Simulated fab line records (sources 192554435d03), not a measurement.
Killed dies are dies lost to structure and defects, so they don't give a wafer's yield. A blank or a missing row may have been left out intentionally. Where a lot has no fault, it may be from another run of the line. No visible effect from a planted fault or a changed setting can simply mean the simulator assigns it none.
Which tool did it?    flow n5-finfet    Sampling: 12 lots, 36 wafers, 5 of 1938 route steps

WHAT EACH GAUGE READ, for each wafer
N5_BEOL_M15_INSPECT_12: inspects for defects (macro).
lot   measured      on                 raw-defect-count
L076  day 11 21:53  defect-inspect-01  2 3 2
L077  day 12 12:17  defect-inspect-01  1 3 2
L078  day 13 11:19  defect-inspect-02  0 3 2
L081  day 13 18:34  defect-inspect-02  2 1 4
L083  day 14 00:24  defect-inspect-01  1 3 2
L084  day 14 10:39  defect-inspect-01  1 0 2
L087  day 15 06:53  defect-inspect-01  3 2 2
L089  day 15 10:23  defect-inspect-01  3 7 2
L091  day 15 21:47  defect-inspect-01  4 2 2
L095  day 16 18:33  defect-inspect-01  4 2 4
L096  day 17 04:29  defect-inspect-01  2 6 0
L097  day 17 22:07  defect-inspect-02  1 2 4

EACH LOT AND THE TOOL THAT RAN IT (in order: tool; ch and the chambers of the sampled wafers; start)
lot   N5_BEOL_M13_DEGAS_41          N5_BEOL_M14_DESCUM_15               N5_BEOL_M14_DEGAS_41          N5_BEOL_M15_ILD_DEP_00
L076  pvd-sputter-01, day 11 15:58  rie-diel-04 ch 0,1,2, day 11 17:51  pvd-sputter-01, day 11 19:51  pecvd-04 ch 0,1, day 11 21:17
L077  pvd-sputter-03, day 12 00:56  rie-diel-01 ch 1,2, day 12 03:23    pvd-sputter-01, day 12 10:13  pecvd-03 ch 0,2, day 12 11:33
L078  pvd-sputter-03, day 13 02:34  rie-diel-01 ch 1,3, day 13 04:38    pvd-sputter-03, day 13 09:05  pecvd-03 ch 0,1,2, day 13 10:35
L081  pvd-sputter-03, day 13 08:31  rie-diel-01 ch 0,3, day 13 10:32    pvd-sputter-03, day 13 16:23  pecvd-03 ch 0,2, day 13 17:50
L083  pvd-sputter-01, day 13 18:23  rie-diel-01 ch 0,1,2, day 13 20:25  pvd-sputter-03, day 13 22:28  pecvd-04 ch 0,1,2, day 13 23:47
L084  pvd-sputter-01, day 14 03:00  rie-diel-04 ch 1,2, day 14 04:53    pvd-sputter-03, day 14 08:27  pecvd-02 ch 0,2, day 14 10:03
L087  pvd-sputter-03, day 14 20:07  rie-diel-01 ch 0,1, day 14 23:00    pvd-sputter-01, day 15 04:49  pecvd-03 ch 0,2, day 15 06:09
L089  pvd-sputter-02, day 15 03:01  rie-diel-04 ch 0,2,3, day 15 05:36  pvd-sputter-02, day 15 08:27  pecvd-04 ch 0,1,2, day 15 09:47
L091  pvd-sputter-03, day 15 14:46  rie-diel-02 ch 0,1,3, day 15 16:46  pvd-sputter-01, day 15 19:22  pecvd-03 ch 0,1, day 15 21:03
L095  pvd-sputter-03, day 16 09:23  rie-diel-02 ch 1,3, day 16 11:31    pvd-sputter-02, day 16 16:22  pecvd-04 ch 1,2, day 16 17:41
L096  pvd-sputter-01, day 16 22:31  rie-diel-01 ch 0,2,3, day 17 00:25  pvd-sputter-03, day 17 02:27  pecvd-04 ch 1,2, day 17 03:47
L097  pvd-sputter-01, day 17 14:10  rie-diel-02 ch 1,2, day 17 16:11    pvd-sputter-01, day 17 19:34  pecvd-02 ch 0,1, day 17 21:23
- N5_BEOL_M13_DEGAS_41: time 60 s.
- N5_BEOL_M14_DESCUM_15: chemistry O2, time 7.9 s.
- N5_BEOL_M14_DEGAS_41: time 60 s.
- N5_BEOL_M15_ILD_DEP_00: deposits SiO2 from TEOS/O2, target thk 1629.3 nm, time 346.1 s.

THE ANSWER, worked out from the rows above alone
Rule: the usual values come from the lots themselves. The widest of any qualifying gaps counts: lots, ordered by their means at a reading, are off when they make up no more than a third of the lots, leave a main group of 4 or more, and stand apart from it by 3 or more times the standard deviation of that group's means. The tables above print the reading to a certain number of digits; a main group whose means all agree to those digits is not used. Also off: a lot with no number at a reading for which 4 or more lots have one. All remaining lots with rows at the step are treated as sound.
None of the lots is off at any reading shown; this tells nothing.

WHAT THE SIMULATOR PUT IN
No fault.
